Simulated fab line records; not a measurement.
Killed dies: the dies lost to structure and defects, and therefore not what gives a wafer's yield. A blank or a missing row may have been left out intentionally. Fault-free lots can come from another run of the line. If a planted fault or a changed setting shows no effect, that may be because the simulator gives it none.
fab line records || flow nand-harc
[record] {"lots": 5, "wafers": 15, "last-day": 24}
route steps=1159 shown P_GATE@170
lots that met no fault: from a run of the same line without faults
start-h: start of the lot's first displayed wafer, in hours after the record's first day || wait-h: hours since the lot's step before || " the same as in the row above || L1.1+2: several wafers, shown together as one row || - no value, or no start given || * or withheld: withheld || < > ~ a bound
route shown NAME@n: names a module that has steps shown in the file, with the first one's number in the route || usual: average and standard deviation across the fault-free wafers || same: alike in all rows || chamber/n: place in a boat || sites: each site's reading || _std_site: how widely they spread, as a standard deviation || _edge_site: outer sites' mean less inner sites' || radius-mm: how far each site lies from the wafer's centre || mask NAME#n: copy n || behind: the tool/chamber that last shaped the wafer || hold: why the lot was held/for how many hours/how that ended || device: transistor that didn't switch, given as n, p or np || end of line: tests of these same wafers at the route's end || step lacking rows: just its recipe || killed: not the wafer's yield, but the dies lost to structure and defects at the first sort || map: a wafer's dies, x killed, . not, _ none there
set.NAME: the setting that was run; set.NAME@STEP: the one run at that earlier step || model.NAME: the simulator's own value behind a step, which no gauge read
lots seen at some steps along the route; tables by step, rows by wafer
services: a tool's chamber out of use, with start hour (start-h, from the record's first day; less than 0 if before it), hours out, and reason
[[steps]]
[step NHARC_P_GATE_CD_MEAS_46]
[recipe] {"target-cd-nm": 720, "landing-energy-ev": 500}
[usual] {"cd-nm": "720.0/1.3"}
{"lot.wafer": "L988.1", "tool": "cd-sem-03", "chamber": 0, "start-h": 100.45, "wait-h": "-", "cd-nm": 719.2}
{"lot.wafer": "L988.2", "tool": "cd-sem-03", "chamber": 0, "start-h": 100.45, "wait-h": "-", "cd-nm": 722.3}
{"lot.wafer": "L988.3", "tool": "cd-sem-03", "chamber": 0, "start-h": 100.45, "wait-h": "-", "cd-nm": 720.7}
{"lot.wafer": "L991.3", "tool": "cd-sem-03", "chamber": 0, "start-h": 121.61, "wait-h": "-", "cd-nm": 718.8}
{"lot.wafer": "L991.4", "tool": "cd-sem-03", "chamber": 0, "start-h": 121.61, "wait-h": "-", "cd-nm": 720.9}
{"lot.wafer": "L991.5", "tool": "cd-sem-03", "chamber": 0, "start-h": 121.61, "wait-h": "-", "cd-nm": 719.6}
{"lot.wafer": "L993.1", "tool": "cd-sem-02", "chamber": 0, "start-h": 124.68, "wait-h": "-", "cd-nm": 719.9}
{"lot.wafer": "L993.3", "tool": "cd-sem-02", "chamber": 0, "start-h": 124.68, "wait-h": "-", "cd-nm": 719.4}
{"lot.wafer": "L993.4", "tool": "cd-sem-02", "chamber": 0, "start-h": 124.68, "wait-h": "-", "cd-nm": 720.8}
{"lot.wafer": "L103.3", "tool": "cd-sem-03", "chamber": 0, "start-h": 192.83, "wait-h": "-", "cd-nm": 718.9}
{"lot.wafer": "L103.5", "tool": "cd-sem-03", "chamber": 0, "start-h": 192.83, "wait-h": "-", "cd-nm": 721.2}
{"lot.wafer": "L103.6", "tool": "cd-sem-03", "chamber": 0, "start-h": 192.83, "wait-h": "-", "cd-nm": 717.9}
{"lot.wafer": "L109.2", "tool": "cd-sem-01", "chamber": 0, "start-h": 224.18, "wait-h": "-", "cd-nm": 721.8}
{"lot.wafer": "L109.5", "tool": "cd-sem-01", "chamber": 0, "start-h": 224.18, "wait-h": "-", "cd-nm": 721.0}
{"lot.wafer": "L109.6", "tool": "cd-sem-01", "chamber": 0, "start-h": 224.18, "wait-h": "-", "cd-nm": 719.4}
[step NHARC_P_GATE_HARDBAKE_47]
[recipe] {"temp-c": 125, "time-s": 80}
[step NHARC_P_GATE_DESCUM_48]
[recipe] {"time-s": 3, "o2-flow-sccm": 200, "ar-flow-sccm": 0, "bias-power-w": 0, "chemistry": "O2"}
[usual] {"drypump-motor-current-A": "5.7/0.38", "oes-product-au": "1.000/0.0075", "rf-vpp-V": "57.9/0.96", "showerhead-plenum-p-Torr": "1.92/0.093", "throttle-valve-pct": "11.310/0.0087"}
{"lot.wafer": "L988.1", "tool": "rie-diel-03", "chamber": 0, "start-h": 100.61, "wait-h": "-", "drypump-motor-current-A": 5.2, "oes-product-au": 0.996, "rf-hours-counter-h": 18, "rf-vpp-V": 57.9, "showerhead-plenum-p-Torr": 1.79, "throttle-valve-pct": 11.306}
{"lot.wafer": "L988.3", "tool": "rie-diel-03", "chamber": 2, "start-h": 100.61, "wait-h": "-", "drypump-motor-current-A": 6.7, "oes-product-au": 1.002, "rf-hours-counter-h": 18, "rf-vpp-V": 58.5, "showerhead-plenum-p-Torr": 1.92, "throttle-valve-pct": 11.328}
{"lot.wafer": "L988.2", "tool": "rie-diel-03", "chamber": 3, "start-h": 100.61, "wait-h": "-", "drypump-motor-current-A": 6.4, "oes-product-au": 1.007, "rf-hours-counter-h": 18, "rf-vpp-V": 58.0, "showerhead-plenum-p-Torr": 2.04, "throttle-valve-pct": 11.298}
{"lot.wafer": "L991.3", "tool": "rie-diel-04", "chamber": 2, "start-h": 121.77, "wait-h": "-", "drypump-motor-current-A": 5.6, "oes-product-au": 0.993, "rf-hours-counter-h": 0, "rf-vpp-V": 57.1, "showerhead-plenum-p-Torr": 1.80, "throttle-valve-pct": 11.322}
{"lot.wafer": "L991.4", "tool": "rie-diel-04", "chamber": 0, "start-h": 121.77, "wait-h": "-", "drypump-motor-current-A": 5.9, "oes-product-au": 0.998, "rf-hours-counter-h": 0, "rf-vpp-V": 58.6, "showerhead-plenum-p-Torr": 1.98, "throttle-valve-pct": 11.303}
{"lot.wafer": "L991.5", "tool": "rie-diel-04", "chamber": 3, "start-h": 121.77, "wait-h": "-", "drypump-motor-current-A": 6.0, "oes-product-au": 0.999, "rf-hours-counter-h": "-", "rf-vpp-V": 57.7, "showerhead-plenum-p-Torr": 2.03, "throttle-valve-pct": 11.328}
{"lot.wafer": "L993.4", "tool": "rie-diel-01", "chamber": 1, "start-h": 124.84, "wait-h": "-", "drypump-motor-current-A": 5.7, "oes-product-au": 1.004, "rf-hours-counter-h": 30, "rf-vpp-V": 59.0, "showerhead-plenum-p-Torr": 2.00, "throttle-valve-pct": 11.309}
{"lot.wafer": "L993.3", "tool": "rie-diel-01", "chamber": 3, "start-h": 124.84, "wait-h": "-", "drypump-motor-current-A": 5.6, "oes-product-au": 1.004, "rf-hours-counter-h": 28, "rf-vpp-V": 59.7, "showerhead-plenum-p-Torr": 2.01, "throttle-valve-pct": 11.316}
{"lot.wafer": "L993.1", "tool": "rie-diel-01", "chamber": 0, "start-h": 124.84, "wait-h": "-", "drypump-motor-current-A": 5.3, "oes-product-au": 1.003, "rf-hours-counter-h": 30, "rf-vpp-V": 57.9, "showerhead-plenum-p-Torr": 1.97, "throttle-valve-pct": 11.309}
{"lot.wafer": "L103.3", "tool": "rie-diel-01", "chamber": 2, "start-h": 193.01, "wait-h": "-", "drypump-motor-current-A": 5.5, "oes-product-au": 1.006, "rf-hours-counter-h": 7, "rf-vpp-V": 57.7, "showerhead-plenum-p-Torr": 1.81, "throttle-valve-pct": 11.310}
{"lot.wafer": "L103.6", "tool": "rie-diel-01", "chamber": 0, "start-h": 193.01, "wait-h": "-", "drypump-motor-current-A": 5.3, "oes-product-au": 1.018, "rf-hours-counter-h": "-", "rf-vpp-V": 59.2, "showerhead-plenum-p-Torr": 1.97, "throttle-valve-pct": 11.303}
{"lot.wafer": "L103.5", "tool": "rie-diel-01", "chamber": 1, "start-h": 193.01, "wait-h": "-", "drypump-motor-current-A": 5.7, "oes-product-au": 1.007, "rf-hours-counter-h": "-", "rf-vpp-V": 58.5, "showerhead-plenum-p-Torr": 1.99, "throttle-valve-pct": 11.303}
{"lot.wafer": "L109.2", "tool": "rie-diel-01", "chamber": 2, "start-h": 224.35, "wait-h": "-", "drypump-motor-current-A": 5.5, "oes-product-au": 0.981, "rf-hours-counter-h": 14, "rf-vpp-V": 56.9, "showerhead-plenum-p-Torr": 1.81, "throttle-valve-pct": 11.293}
{"lot.wafer": "L109.5", "tool": "rie-diel-01", "chamber": 1, "start-h": 224.35, "wait-h": "-", "drypump-motor-current-A": 5.7, "oes-product-au": 0.991, "rf-hours-counter-h": "-", "rf-vpp-V": 57.9, "showerhead-plenum-p-Torr": 1.99, "throttle-valve-pct": 11.313}
{"lot.wafer": "L109.6", "tool": "rie-diel-01", "chamber": 2, "start-h": 224.35, "wait-h": "-", "drypump-motor-current-A": 5.5, "oes-product-au": 0.986, "rf-hours-counter-h": "-", "rf-vpp-V": 56.1, "showerhead-plenum-p-Torr": 1.81, "throttle-valve-pct": 11.322}
[step NHARC_P_GATE_IMPLANT_49]
[recipe] {"energy-kev": 30, "dose-cm2": 3e+15, "tilt-deg": 7}
[step NHARC_P_GATE_STRIP_111]
[recipe] {"power-w": 1500, "temp-c": 110, "time-s": 250, "chemistry": "N2/H2"}
[usual] {"drypump-motor-current-A": "5.5/0.35", "heater-power-w": "88/8.8"}
{"lot.wafer": "L988.1", "tool": "plasma-asher-02", "chamber": 1, "start-h": 100.98, "wait-h": 0.2, "drypump-motor-current-A": 5.8, "heater-power-w": 94, "rf-hours-counter-h": 29}
{"lot.wafer": "L988.2", "tool": "plasma-asher-02", "chamber": 0, "start-h": 100.98, "wait-h": 0.2, "drypump-motor-current-A": 5.8, "heater-power-w": 92, "rf-hours-counter-h": 29}
{"lot.wafer": "L988.3", "tool": "plasma-asher-02", "chamber": 1, "start-h": 100.98, "wait-h": 0.2, "drypump-motor-current-A": 5.8, "heater-power-w": 93, "rf-hours-counter-h": "-"}
{"lot.wafer": "L991.4", "tool": "plasma-asher-01", "chamber": 1, "start-h": 122.38, "wait-h": 0.3, "drypump-motor-current-A": 5.2, "heater-power-w": 72, "rf-hours-counter-h": "-"}
{"lot.wafer": "L991.3", "tool": "plasma-asher-01", "chamber": 0, "start-h": 122.38, "wait-h": 0.3, "drypump-motor-current-A": 5.0, "heater-power-w": 89, "rf-hours-counter-h": "-"}
{"lot.wafer": "L991.5", "tool": "plasma-asher-01", "chamber": 1, "start-h": 122.38, "wait-h": 0.3, "drypump-motor-current-A": 5.2, "heater-power-w": 72, "rf-hours-counter-h": "-"}
{"lot.wafer": "L993.1", "tool": "plasma-asher-01", "chamber": 0, "start-h": 125.26, "wait-h": 0.2, "drypump-motor-current-A": 5.0, "heater-power-w": 90, "rf-hours-counter-h": 5}
{"lot.wafer": "L993.4", "tool": "plasma-asher-01", "chamber": 1, "start-h": 125.26, "wait-h": 0.2, "drypump-motor-current-A": 5.2, "heater-power-w": 72, "rf-hours-counter-h": "-"}
{"lot.wafer": "L993.3", "tool": "plasma-asher-01", "chamber": 0, "start-h": 125.26, "wait-h": 0.2, "drypump-motor-current-A": 5.0, "heater-power-w": 90, "rf-hours-counter-h": "-"}
{"lot.wafer": "L103.3", "tool": "plasma-asher-01", "chamber": 0, "start-h": 193.61, "wait-h": 0.4, "drypump-motor-current-A": 5.0, "heater-power-w": 91, "rf-hours-counter-h": "-"}
{"lot.wafer": "L103.5", "tool": "plasma-asher-01", "chamber": 1, "start-h": 193.61, "wait-h": 0.4, "drypump-motor-current-A": 5.2, "heater-power-w": 69, "rf-hours-counter-h": "-"}
{"lot.wafer": "L103.6", "tool": "plasma-asher-01", "chamber": 0, "start-h": 193.61, "wait-h": 0.4, "drypump-motor-current-A": 5.0, "heater-power-w": 90, "rf-hours-counter-h": "-"}
{"lot.wafer": "L109.2", "tool": "plasma-asher-02", "chamber": 0, "start-h": 224.76, "wait-h": 0.2, "drypump-motor-current-A": 5.8, "heater-power-w": 89, "rf-hours-counter-h": 9}
{"lot.wafer": "L109.6", "tool": "plasma-asher-02", "chamber": 1, "start-h": 224.76, "wait-h": 0.2, "drypump-motor-current-A": 5.8, "heater-power-w": 93, "rf-hours-counter-h": "-"}
{"lot.wafer": "L109.5", "tool": "plasma-asher-02", "chamber": 0, "start-h": 224.76, "wait-h": 0.2, "drypump-motor-current-A": 5.8, "heater-power-w": 89, "rf-hours-counter-h": "-"}
[step NHARC_P_GATE_STRIP_75]
[recipe] {"power-w": 1500, "temp-c": 250, "chemistry": "O2"}
[usual] {"drypump-motor-current-A": "5.5/0.35", "heater-power-w": "329/33"}
{"lot.wafer": "L988.1", "tool": "plasma-asher-02", "chamber": 1, "start-h": 101.28, "wait-h": 0.2, "drypump-motor-current-A": 5.8, "heater-power-w": 353, "rf-hours-counter-h": 29}
{"lot.wafer": "L988.2", "tool": "plasma-asher-02", "chamber": 0, "start-h": 101.28, "wait-h": 0.2, "drypump-motor-current-A": 5.8, "heater-power-w": 352, "rf-hours-counter-h": 29}
{"lot.wafer": "L988.3", "tool": "plasma-asher-02", "chamber": 1, "start-h": 101.28, "wait-h": 0.2, "drypump-motor-current-A": 5.8, "heater-power-w": 350, "rf-hours-counter-h": "-"}
{"lot.wafer": "L991.4", "tool": "plasma-asher-01", "chamber": 1, "start-h": 122.60, "wait-h": 0.2, "drypump-motor-current-A": 5.2, "heater-power-w": 266, "rf-hours-counter-h": "-"}
{"lot.wafer": "L991.3", "tool": "plasma-asher-01", "chamber": 0, "start-h": 122.60, "wait-h": 0.2, "drypump-motor-current-A": 5.0, "heater-power-w": 338, "rf-hours-counter-h": "-"}
{"lot.wafer": "L991.5", "tool": "plasma-asher-01", "chamber": 1, "start-h": 122.60, "wait-h": 0.2, "drypump-motor-current-A": 5.2, "heater-power-w": 266, "rf-hours-counter-h": "-"}
{"lot.wafer": "L993.1", "tool": "plasma-asher-01", "chamber": 0, "start-h": 125.53, "wait-h": 0.2, "drypump-motor-current-A": 5.0, "heater-power-w": 334, "rf-hours-counter-h": 5}
{"lot.wafer": "L993.4", "tool": "plasma-asher-01", "chamber": 1, "start-h": 125.53, "wait-h": 0.2, "drypump-motor-current-A": 5.2, "heater-power-w": 263, "rf-hours-counter-h": "-"}
{"lot.wafer": "L993.3", "tool": "plasma-asher-01", "chamber": 0, "start-h": 125.53, "wait-h": 0.2, "drypump-motor-current-A": 5.0, "heater-power-w": 340, "rf-hours-counter-h": "-"}
{"lot.wafer": "L103.3", "tool": "plasma-asher-01", "chamber": 0, "start-h": 193.79, "wait-h": 0.1, "drypump-motor-current-A": 5.0, "heater-power-w": 336, "rf-hours-counter-h": "-"}
{"lot.wafer": "L103.5", "tool": "plasma-asher-01", "chamber": 1, "start-h": 193.79, "wait-h": 0.1, "drypump-motor-current-A": 5.2, "heater-power-w": 263, "rf-hours-counter-h": "-"}
{"lot.wafer": "L103.6", "tool": "plasma-asher-01", "chamber": 0, "start-h": 193.79, "wait-h": 0.1, "drypump-motor-current-A": 5.0, "heater-power-w": 336, "rf-hours-counter-h": "-"}
{"lot.wafer": "L109.2", "tool": "plasma-asher-02", "chamber": 0, "start-h": 225.02, "wait-h": 0.2, "drypump-motor-current-A": 5.8, "heater-power-w": 338, "rf-hours-counter-h": 9}
{"lot.wafer": "L109.6", "tool": "plasma-asher-02", "chamber": 1, "start-h": 225.02, "wait-h": 0.2, "drypump-motor-current-A": 5.8, "heater-power-w": 333, "rf-hours-counter-h": "-"}
{"lot.wafer": "L109.5", "tool": "plasma-asher-02", "chamber": 0, "start-h": 225.02, "wait-h": 0.2, "drypump-motor-current-A": 5.8, "heater-power-w": 347, "rf-hours-counter-h": "-"}
[step NHARC_P_GATE_STRIP_50]
[recipe] {"time-s": 900, "temp-c": 130, "chemistry": "SPM"}
[step NHARC_P_GATE_DEHYDRATE_51]
[recipe] {"temp-c": 150, "time-s": 120}
[step NHARC_P_GATE_HMDS_52]
[recipe] {"time-s": 30}
[step NHARC_P_GATE_COAT_53]
[recipe] {"spin-rpm": 3000}
[step NHARC_P_GATE_SOFTBAKE_54]
[recipe] {"temp-c": 122, "time-s": 95}
[step NHARC_P_GATE_EBR_55]
[step NHARC_P_GATE_EXPOSE_56]
[recipe] {"na": 0.6, "target-cd-nm": 720, "dose-mj": 14.81, "mask-id": "P_PSD"}
[usual] {"focus-offset-nm": "-0.1/0.49", "stage-vel-mm-s": "499.97/0.24"}
{"lot.wafer": "L988.1", "tool": "krf-scanner-04", "chamber": 0, "start-h": 102.05, "wait-h": "-", "mask": "P_PSD#0", "focus-offset-nm": -0.9, "stage-vel-mm-s": 500.04}
{"lot.wafer": "L988.2", "tool": "krf-scanner-04", "chamber": 0, "start-h": 102.05, "wait-h": "-", "mask": "P_PSD#0", "focus-offset-nm": -0.9, "stage-vel-mm-s": 499.41}
{"lot.wafer": "L988.3", "tool": "krf-scanner-04", "chamber": 0, "start-h": 102.05, "wait-h": "-", "mask": "P_PSD#0", "focus-offset-nm": -0.8, "stage-vel-mm-s": 499.95}
{"lot.wafer": "L991.3", "tool": "krf-scanner-03", "chamber": 0, "start-h": 123.36, "wait-h": "-", "mask": "P_PSD#0", "focus-offset-nm": 0.1, "stage-vel-mm-s": 499.94}
{"lot.wafer": "L991.4", "tool": "krf-scanner-03", "chamber": 0, "start-h": 123.36, "wait-h": "-", "mask": "P_PSD#0", "focus-offset-nm": -0.1, "stage-vel-mm-s": 499.78}
{"lot.wafer": "L991.5", "tool": "krf-scanner-03", "chamber": 0, "start-h": 123.36, "wait-h": "-", "mask": "P_PSD#0", "focus-offset-nm": -0.4, "stage-vel-mm-s": 499.84}
{"lot.wafer": "L993.1", "tool": "krf-scanner-03", "chamber": 0, "start-h": 126.16, "wait-h": "-", "mask": "P_PSD_R1#0", "focus-offset-nm": -0.3, "stage-vel-mm-s": 499.92}
{"lot.wafer": "L993.3", "tool": "krf-scanner-03", "chamber": 0, "start-h": 126.16, "wait-h": "-", "mask": "P_PSD_R1#0", "focus-offset-nm": -0.8, "stage-vel-mm-s": 500.19}
{"lot.wafer": "L993.4", "tool": "krf-scanner-03", "chamber": 0, "start-h": 126.16, "wait-h": "-", "mask": "P_PSD_R1#0", "focus-offset-nm": 0.0, "stage-vel-mm-s": 499.91}
{"lot.wafer": "L103.3", "tool": "krf-scanner-04", "chamber": 0, "start-h": 194.41, "wait-h": "-", "mask": "P_PSD#0", "focus-offset-nm": 0.6, "stage-vel-mm-s": 500.42}
{"lot.wafer": "L103.5", "tool": "krf-scanner-04", "chamber": 0, "start-h": 194.41, "wait-h": "-", "mask": "P_PSD#0", "focus-offset-nm": -0.3, "stage-vel-mm-s": 500.22}
{"lot.wafer": "L103.6", "tool": "krf-scanner-04", "chamber": 0, "start-h": 194.41, "wait-h": "-", "mask": "P_PSD#0", "focus-offset-nm": -0.6, "stage-vel-mm-s": 499.97}
{"lot.wafer": "L109.2", "tool": "krf-scanner-03", "chamber": 0, "start-h": 225.68, "wait-h": "-", "mask": "P_PSD#0", "focus-offset-nm": -0.3, "stage-vel-mm-s": 500.27}
{"lot.wafer": "L109.5", "tool": "krf-scanner-03", "chamber": 0, "start-h": 225.68, "wait-h": "-", "mask": "P_PSD#0", "focus-offset-nm": 1.0, "stage-vel-mm-s": 500.01}
{"lot.wafer": "L109.6", "tool": "krf-scanner-03", "chamber": 0, "start-h": 225.68, "wait-h": "-", "mask": "P_PSD#0", "focus-offset-nm": 0.6, "stage-vel-mm-s": 500.00}
[step NHARC_P_GATE_PEB_57]
[recipe] {"peb-temp-c": 118, "peb-time-s": 85}
[step NHARC_P_GATE_DEVELOP_58]
[recipe] {"time-s": 70}
[step NHARC_P_GATE_CD_MEAS_59]
[recipe] {"target-cd-nm": 720, "landing-energy-ev": 500}
[usual] {"cd-nm": "720.6/1.1"}
{"lot.wafer": "L988.1", "tool": "cd-sem-02", "chamber": 0, "start-h": 102.21, "wait-h": "-", "cd-nm": 720.8}
{"lot.wafer": "L988.2", "tool": "cd-sem-02", "chamber": 0, "start-h": 102.21, "wait-h": "-", "cd-nm": 718.6}
{"lot.wafer": "L988.3", "tool": "cd-sem-02", "chamber": 0, "start-h": 102.21, "wait-h": "-", "cd-nm": 719.8}
{"lot.wafer": "L991.3", "tool": "cd-sem-01", "chamber": 0, "start-h": 123.51, "wait-h": "-", "cd-nm": 721.4}
{"lot.wafer": "L991.4", "tool": "cd-sem-01", "chamber": 0, "start-h": 123.51, "wait-h": "-", "cd-nm": 721.4}
{"lot.wafer": "L991.5", "tool": "cd-sem-01", "chamber": 0, "start-h": 123.51, "wait-h": "-", "cd-nm": 720.2}
{"lot.wafer": "L993.1", "tool": "cd-sem-03", "chamber": 0, "start-h": 126.32, "wait-h": "-", "cd-nm": 676.8}
{"lot.wafer": "L993.3", "tool": "cd-sem-03", "chamber": 0, "start-h": 126.32, "wait-h": "-", "cd-nm": 680.2}
{"lot.wafer": "L993.4", "tool": "cd-sem-03", "chamber": 0, "start-h": 126.32, "wait-h": "-", "cd-nm": 681.2}
{"lot.wafer": "L103.3", "tool": "cd-sem-02", "chamber": 0, "start-h": 194.56, "wait-h": "-", "cd-nm": 722.4}
{"lot.wafer": "L103.5", "tool": "cd-sem-02", "chamber": 0, "start-h": 194.56, "wait-h": "-", "cd-nm": 721.7}
{"lot.wafer": "L103.6", "tool": "cd-sem-02", "chamber": 0, "start-h": 194.56, "wait-h": "-", "cd-nm": 719.0}
{"lot.wafer": "L109.2", "tool": "cd-sem-03", "chamber": 0, "start-h": 225.83, "wait-h": "-", "cd-nm": 721.6}
{"lot.wafer": "L109.5", "tool": "cd-sem-03", "chamber": 0, "start-h": 225.83, "wait-h": "-", "cd-nm": 719.4}
{"lot.wafer": "L109.6", "tool": "cd-sem-03", "chamber": 0, "start-h": 225.83, "wait-h": "-", "cd-nm": 719.3}
[step NHARC_P_GATE_HARDBAKE_60]
[recipe] {"temp-c": 125, "time-s": 80}
[[services]]
{"tool": "krf-scanner-03", "chamber": "-", "start-h": 78.45, "hours": 12.5, "kind": "repair"}
{"tool": "plasma-asher-02", "chamber": "-", "start-h": 86.44, "hours": 1.4, "kind": "repair"}
{"tool": "plasma-asher-01", "chamber": "-", "start-h": 99.47, "hours": 9.0, "kind": "pm"}
{"tool": "plasma-asher-01", "chamber": 0, "start-h": 99.47, "hours": 9.0, "kind": "vent-cycle"}
{"tool": "plasma-asher-01", "chamber": 1, "start-h": 99.47, "hours": 9.0, "kind": "vent-cycle"}
{"tool": "plasma-asher-01", "chamber": 0, "start-h": 108.47, "hours": "-", "kind": "clean"}
{"tool": "plasma-asher-01", "chamber": 1, "start-h": 108.47, "hours": "-", "kind": "clean"}
{"tool": "plasma-asher-01", "chamber": "-", "start-h": 109.28, "hours": 1.0, "kind": "repair"}
{"tool": "krf-scanner-03", "chamber": "-", "start-h": 111.33, "hours": 1.3, "kind": "repair"}
{"tool": "rie-diel-04", "chamber": "-", "start-h": 112.24, "hours": 9.0, "kind": "pm"}
{"tool": "rie-diel-03", "chamber": 3, "start-h": 123.73, "hours": 5.0, "kind": "repair"}
{"tool": "krf-scanner-04", "chamber": "-", "start-h": 126.00, "hours": 4.0, "kind": "pm"}
{"tool": "rie-diel-01", "chamber": "-", "start-h": 137.83, "hours": 9.0, "kind": "pm"}
{"tool": "krf-scanner-03", "chamber": "-", "start-h": 168.00, "hours": 4.0, "kind": "pm"}
{"tool": "plasma-asher-02", "chamber": "-", "start-h": 183.00, "hours": 9.0, "kind": "pm"}
{"tool": "plasma-asher-02", "chamber": 0, "start-h": 183.00, "hours": 9.0, "kind": "vent-cycle"}
{"tool": "plasma-asher-02", "chamber": 1, "start-h": 183.00, "hours": 9.0, "kind": "vent-cycle"}
{"tool": "rie-diel-04", "chamber": "-", "start-h": 186.22, "hours": 1.5, "kind": "repair"}
{"tool": "plasma-asher-02", "chamber": 0, "start-h": 192.00, "hours": "-", "kind": "clean"}
{"tool": "rie-diel-04", "chamber": 3, "start-h": 192.49, "hours": 1.6, "kind": "repair"}
{"tool": "krf-scanner-03", "chamber": "-", "start-h": 196.63, "hours": 1.4, "kind": "repair"}
{"tool": "krf-scanner-04", "chamber": "-", "start-h": 211.44, "hours": 10.3, "kind": "repair"}
{"tool": "rie-diel-03", "chamber": "-", "start-h": 215.43, "hours": 9.0, "kind": "pm"}
{"tool": "rie-diel-01", "chamber": 0, "start-h": 217.65, "hours": 4.0, "kind": "repair"}
[[key]]
[first-sign] {"step": "NHARC_P_GATE_EXPOSE_56", "reading": "mask", "direction": "changed"}
[effect] {"step": "NHARC_P_GATE_CD_MEAS_59", "reading": "cd-nm", "direction": "down", "sigmas": 36, "usual": 720.6, "struck": 679.4}
met-at NHARC_P_GATE_EXPOSE_56
struck-wafers L993.1,L993.3,L993.4
tester-left-out L993
onset-between 123.36 126.16
[fault] {"kind": "wrong-mask", "tool": "any", "chamber": "-", "onset-h": 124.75, "steps": "NHARC_P_GATE_EXPOSE_56", "aux-copy": "P_PSD_R1#0", "cd-offset-nm": -40.655, "scope": "struck-lots-only"}
// tester-left-out: of these lots the tester's yield and bins aren't shown, on N5 and GAA mostly nor the transistor test; their killed dies are dies lost to structure and defects alone, not to doping, threshold or leakage, so they don't give the yield
